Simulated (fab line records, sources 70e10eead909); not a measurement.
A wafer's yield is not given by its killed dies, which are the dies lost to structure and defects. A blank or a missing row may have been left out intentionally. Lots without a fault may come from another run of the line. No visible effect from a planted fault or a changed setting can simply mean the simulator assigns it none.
Chamber matching	flow nand harc	rie diel-05 running NHARC_P_CONTACT_DESCUM_17: 4 sister chambers
The step chemistry O2, time 3 s. 7 wafers are shown with their chamber, then 8 later ones without.

== WAFERS WITH THEIR CHAMBER ==
wafer	chamber	oes product au (a.u.)	throttle valve pct (%)
L077.1	3	1.000	11.321
L083.1	0	0.987	11.300
L083.5	0	0.986	11.306
L084.5	1	1.010	11.298
L087.1	1	1.006	11.304
L087.6	2	1.021	11.296
L088.1	2	1.029	11.301

== WAFERS WHOSE CHAMBER IS MISSING ==
wafer	oes product au (a.u.)	throttle valve pct (%)
L088.3	0.998	11.306
L088.5	1.036	11.315
L094.1	1.040	11.314
L094.4	1.009	11.293
L094.5	1.033	11.316
L096.1	1.009	11.315
L096.4	0.997	11.308
L096.6	1.027	11.303

== WHICH CHAMBER EACH ONE RAN IN ==
wafer	from the rows above	in truth
L088.3	can't be placed: 1 or 0 or 3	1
L088.5	2	2
L094.1	2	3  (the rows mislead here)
L094.4	1	1
L094.5	2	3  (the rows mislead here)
L096.1	can't be placed: 3 or 1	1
L096.4	can't be placed: 0 or 3 or 1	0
L096.6	2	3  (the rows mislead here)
Correctly placed: 2 of 8. From these rows, 3 cannot be placed; in 3 the true chamber is one of the candidates. Placed wrongly: 3.
How it was worked out, from the rows above alone: a wafer's distance from a chamber is the root of the sum, over the readings, of the square of ((its reading less the chamber's mean) divided by the reading's scatter). The wafer belongs to the nearest chamber; if the next one is less than 2 further off, it can't be placed. Each chamber's mean is taken over the wafers shown for it. The scatter: take each reading less its chamber's mean, square it, sum over the shown wafers, divide by the number of wafers less the number of chambers, and take the root.
